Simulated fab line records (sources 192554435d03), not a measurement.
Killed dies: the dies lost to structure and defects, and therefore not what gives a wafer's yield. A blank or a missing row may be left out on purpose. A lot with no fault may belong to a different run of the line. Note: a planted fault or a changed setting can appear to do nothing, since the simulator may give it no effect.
A struck lot beside a sound one ; flow n5Finfet ; 16 out of 1938 route steps
Sound: the wafers L934.2, L934.4, L934.6. Struck: wafer L952.3; the same lot's L952.5 was not struck, so it is left out; see the end for the cause.
Each step with rows lists, per side, the tool, then ch with its chambers, then its first start. Under that, the readings that differ: sound wafers ; struck wafers ; difference of the means ; sigmas: that difference in standard deviations of wafers without a fault.
alike: readings whose means differ by less than 2 such deviations, and words and numbers that are the same on both sides. not compared: withheld readings, readings that some wafer has no value for, bounds like >300 that may hide the same value, and numbers for which the record gives no deviation and whose values overlap.
The two part at a step that has a row with sigmas, a row that says differs or no value, or rows on one side only. Non-overlapping numbers with no deviation appear without sigmas and do not part them. A reading that every wafer of one side lacks parts them only if that side has two wafers or more.

N5_BEOL_M3_ETCH_41: etches SiCN in CH3F/O2, target depth 29.9 nm, time 52.5 s.
  sound: rieDiel-06 ch 1,2; struck: rieDiel-05 ch 3
reading;sound;struck;difference;sigmas
CH3F_flow_sccm (sccm);30.08 30.01 30.04;29.86;-0.18;-2
  alike: drypumpMotorCurrentA, oesProductAu, rfVppV, showerheadPlenumPTorr, throttleValvePct
  not compared: rfHoursCounterH
then, 1 step without rows for these wafers: N5_BEOL_M3_STRIP_97 (strips in N2/H2, time 10 s).
N5_BEOL_M3_OCD_MEAS_38:
  sound on ocd-01 at day 7 17:26; struck on ocd-01 at day 11 21:53
  alike: trenchDepthNm
then, 4 steps without rows for these wafers: N5_BEOL_M3_HM_STRIP_39 (strips TiN in peroxide tin strip, target depth 25 nm, time 158 s); N5_BEOL_M3_SRD_40 (time 30 s); N5_BEOL_M3_PRECLEAN_42 (cleans in residue remover, time 60 s); N5_BEOL_M3_SRD_43 (time 30 s).
N5_BEOL_M3_CD_MEAS_35: target cd 18 nm, target cd y 21 nm.
  sound on cdSem-02 at day 7 17:35; struck on cdSem-01 at day 11 22:03
  alike: cdNm
N5_BEOL_M3_DEGAS_44: time 60 s.
  sound on pvdSputter-01 at day 7 18:17; struck on pvdSputter-03 at day 11 22:18
  alike: heaterPowerW
N5_BEOL_M3_PRE_CLEAN_45: time 30 s.
  sound on pvdSputter-01 at day 7 18:19; struck on pvdSputter-03 at day 11 22:20
  alike: heaterPowerW
N5_BEOL_M3_ALD_84: deposits TaN, pulse time 2 s, purge time 3 s, co reactant purge time 2 s.
  sound on aldMetal-01 ch 1,2, day 7 18:24; struck on aldMetal-02 ch 1, day 11 22:26
  alike: heaterPowerW, precursorVesselCarrierSccm
N5_BEOL_M3_SURFACE_TREAT_85:
  sound on pvdSputter-02 at day 7 18:40; struck on pvdSputter-01 at day 11 22:41
  not compared: throttleValvePct
N5_BEOL_M3_CVD_47: deposits Co from CCTBA/H2, target thk 3 nm, time 223.8 s.
  sound on cvdCo-01 ch 0,1,2, day 7 18:44; struck on cvdCo-01 ch 0, day 11 22:45
reading;sound;struck;difference;sigmas
runLengthS (s);247.1 246.2 247.1;148.6;-98.2;-99 or more
then, 1 step without rows for these wafers: N5_BEOL_M3_SPUTTER_48 (material Cu, target thk 4.5 nm, time 8.29 s).
N5_BEOL_M4_RC_MEAS_101:
  sound on prober-01 ch 0, day 8 10:46; struck on prober-02 ch 0, day 12 11:26
  alike: DIBL_N, DIBL_P, IOFF_N, IOFF_P, ION_N, ION_P, SS_N, SS_P, VT_N, VT_P
-- record jumps: 5 days separate the struck wafers' starts on either side; left off in module BEOL_M4, taken up again in module PASSIVATION, whose first shown step is the route's number 1936 --
N5_PASSIVATION_PROBE_49:
  record: rows for the struck wafers here (prober-01, day 17 17:10), none for the sound ones

WHERE THEY PART
Earliest at N5_BEOL_M3_ETCH_41; latest, in this record, at N5_PASSIVATION_PROBE_49.

WHY: what had been put in by the simulator
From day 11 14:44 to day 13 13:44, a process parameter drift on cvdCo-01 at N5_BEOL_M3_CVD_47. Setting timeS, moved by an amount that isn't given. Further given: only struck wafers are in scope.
